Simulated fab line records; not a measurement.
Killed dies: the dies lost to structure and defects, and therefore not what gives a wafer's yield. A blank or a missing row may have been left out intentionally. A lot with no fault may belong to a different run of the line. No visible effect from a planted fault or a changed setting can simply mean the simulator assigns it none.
Matching of chambers ; flow n5_finfet ; 4 sister chambers for N5_BEOL_M8_DESCUM_16 on rie_diel-05
The step chemistry O2, time 7.9 s. 8 wafers are shown with their chamber, then 10 later ones without.

## EACH WAFER AND ITS CHAMBER
wafer;chamber;showerhead_plenum_p_Torr (Torr);throttle_valve_pct (%)
L076.3;0;2.22;20.10
L078.5;0;2.21;20.08
L081.3;3;2.04;20.39
L083.3;2;2.12;20.39
L083.4;3;2.03;20.40
L083.5;1;2.16;20.55
L084.4;1;2.16;20.57
L084.5;2;2.12;20.38

## WAFERS WHOSE CHAMBER IS MISSING
wafer;showerhead_plenum_p_Torr (Torr);throttle_valve_pct (%)
L084.6;2.03;20.42
L086.1;2.12;20.39
L086.2;2.16;20.59
L086.6;2.03;20.41
L089.1;2.16;20.57
L089.3;2.21;20.14
L089.6;2.11;20.41
L093.3;2.15;20.60
L093.4;2.20;20.14
L093.6;2.11;20.42

## EACH ONE'S CHAMBER
wafer;from the rows above;in truth
L084.6;3;3
L086.1;2;2
L086.2;1;1
L086.6;3;3
L089.1;1;1
L089.3;0;0
L089.6;2;2
L093.3;1;1
L093.4;0;0
L093.6;2;2
10 of 10 placed correctly. Number that these rows cannot place: 0. Number placed wrongly: 0.
How it was worked out, from the rows above alone: a wafer's distance from a chamber is the root of the sum, over the readings, of the square of ((its reading less the chamber's mean) divided by the reading's scatter). If the next closest chamber is less than 2 further off than the closest, the wafer can't be placed; otherwise it belongs to the closest. For every chamber, the mean is computed from those of its wafers that are shown. How the scatter is found: for the shown wafers, subtract from each reading the mean of its chamber, square and add these, divide the total by (wafers less chambers), then take the root.
